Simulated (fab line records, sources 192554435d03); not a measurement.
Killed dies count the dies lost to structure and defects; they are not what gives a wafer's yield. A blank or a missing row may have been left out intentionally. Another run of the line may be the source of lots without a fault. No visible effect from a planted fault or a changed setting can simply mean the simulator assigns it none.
Chamber matching / flow n5Finfet / N5_BEOL_M1_STRIP_36 on rieDiel-04 has 4 sister chambers
The step strips in N2/H2. 14 wafers are shown with their chamber, then 7 later ones without.

== WAFERS, EACH WITH ITS CHAMBER ==
wafer=L081.2; chamber=3; showerheadPlenumPTorr (Torr)=2.51; throttleValvePct (%)=23.9; oesProductAu (a.u.)=0.72
wafer=L081.5; chamber=0; showerheadPlenumPTorr (Torr)=2.42; throttleValvePct (%)=24.2; oesProductAu (a.u.)=0.69
wafer=L081.6; chamber=2; showerheadPlenumPTorr (Torr)=2.63; throttleValvePct (%)=23.2; oesProductAu (a.u.)=0.73
wafer=L086.2; chamber=0; showerheadPlenumPTorr (Torr)=2.41; throttleValvePct (%)=24.2; oesProductAu (a.u.)=0.69
wafer=L086.3; chamber=3; showerheadPlenumPTorr (Torr)=2.50; throttleValvePct (%)=23.9; oesProductAu (a.u.)=0.71
wafer=L086.5; chamber=1; showerheadPlenumPTorr (Torr)=2.49; throttleValvePct (%)=23.4; oesProductAu (a.u.)=0.98
wafer=L085.2; chamber=0; showerheadPlenumPTorr (Torr)=2.41; throttleValvePct (%)=24.2; oesProductAu (a.u.)=0.70
wafer=L085.4; chamber=1; showerheadPlenumPTorr (Torr)=2.49; throttleValvePct (%)=23.4; oesProductAu (a.u.)=0.97
wafer=L085.5; chamber=2; showerheadPlenumPTorr (Torr)=2.63; throttleValvePct (%)=23.2; oesProductAu (a.u.)=0.72
wafer=L089.1; chamber=1; showerheadPlenumPTorr (Torr)=2.49; throttleValvePct (%)=23.4; oesProductAu (a.u.)=0.95
wafer=L089.2; chamber=0; showerheadPlenumPTorr (Torr)=2.41; throttleValvePct (%)=24.2; oesProductAu (a.u.)=0.68
wafer=L089.3; chamber=2; showerheadPlenumPTorr (Torr)=2.63; throttleValvePct (%)=23.3; oesProductAu (a.u.)=0.72
wafer=L089.4; chamber=3; showerheadPlenumPTorr (Torr)=2.50; throttleValvePct (%)=23.9; oesProductAu (a.u.)=0.71
wafer=L089.5; chamber=3; showerheadPlenumPTorr (Torr)=2.50; throttleValvePct (%)=23.9; oesProductAu (a.u.)=0.71

SIGNATURES (means of the wafers above)
reading=showerheadPlenumPTorr; chamber 0=2.4125; chamber 1=2.4900; chamber 2=2.6300; chamber 3=2.5025; scatter within a chamber=0.00387
reading=throttleValvePct; chamber 0=24.200; chamber 1=23.400; chamber 2=23.233; chamber 3=23.900; scatter within a chamber=0.0258
reading=oesProductAu; chamber 0=0.6900; chamber 1=0.9667; chamber 2=0.7233; chamber 3=0.7125; scatter within a chamber=0.00899
Rule: distance of a wafer from a chamber = root of the sum over the readings of ((wafer's reading minus chamber's mean) / reading's scatter) squared. If the next closest chamber is less than 2 further off than the closest, the wafer can't be placed; otherwise it belongs to the closest. The scatter: take each reading less its chamber's mean, square it, sum over the shown wafers, divide by the number of wafers less the number of chambers, and take the root.

== WAFERS WHOSE CHAMBER IS MISSING ==
wafer=L089.6; showerheadPlenumPTorr (Torr)=2.63; throttleValvePct (%)=23.2; oesProductAu (a.u.)=0.72
wafer=L090.2; showerheadPlenumPTorr (Torr)=2.41; throttleValvePct (%)=24.2; oesProductAu (a.u.)=0.68
wafer=L090.5; showerheadPlenumPTorr (Torr)=2.50; throttleValvePct (%)=23.9; oesProductAu (a.u.)=0.70
wafer=L090.6; showerheadPlenumPTorr (Torr)=2.41; throttleValvePct (%)=24.2; oesProductAu (a.u.)=0.68
wafer=L092.1; showerheadPlenumPTorr (Torr)=2.49; throttleValvePct (%)=23.4; oesProductAu (a.u.)=0.94
wafer=L092.3; showerheadPlenumPTorr (Torr)=2.50; throttleValvePct (%)=23.9; oesProductAu (a.u.)=0.70
wafer=L092.4; showerheadPlenumPTorr (Torr)=2.41; throttleValvePct (%)=24.2; oesProductAu (a.u.)=0.68

== THE CHAMBER EACH PASSED THROUGH ==
wafer=L089.6; from the rows above=2; in truth=2
wafer=L090.2; from the rows above=0; in truth=0
wafer=L090.5; from the rows above=3; in truth=3
wafer=L090.6; from the rows above=0; in truth=0
wafer=L092.1; from the rows above=1; in truth=1
wafer=L092.3; from the rows above=3; in truth=3
wafer=L092.4; from the rows above=0; in truth=0
Correct placement for 7 of the 7. Not placeable from these rows: 0. Wrongly placed: 0.
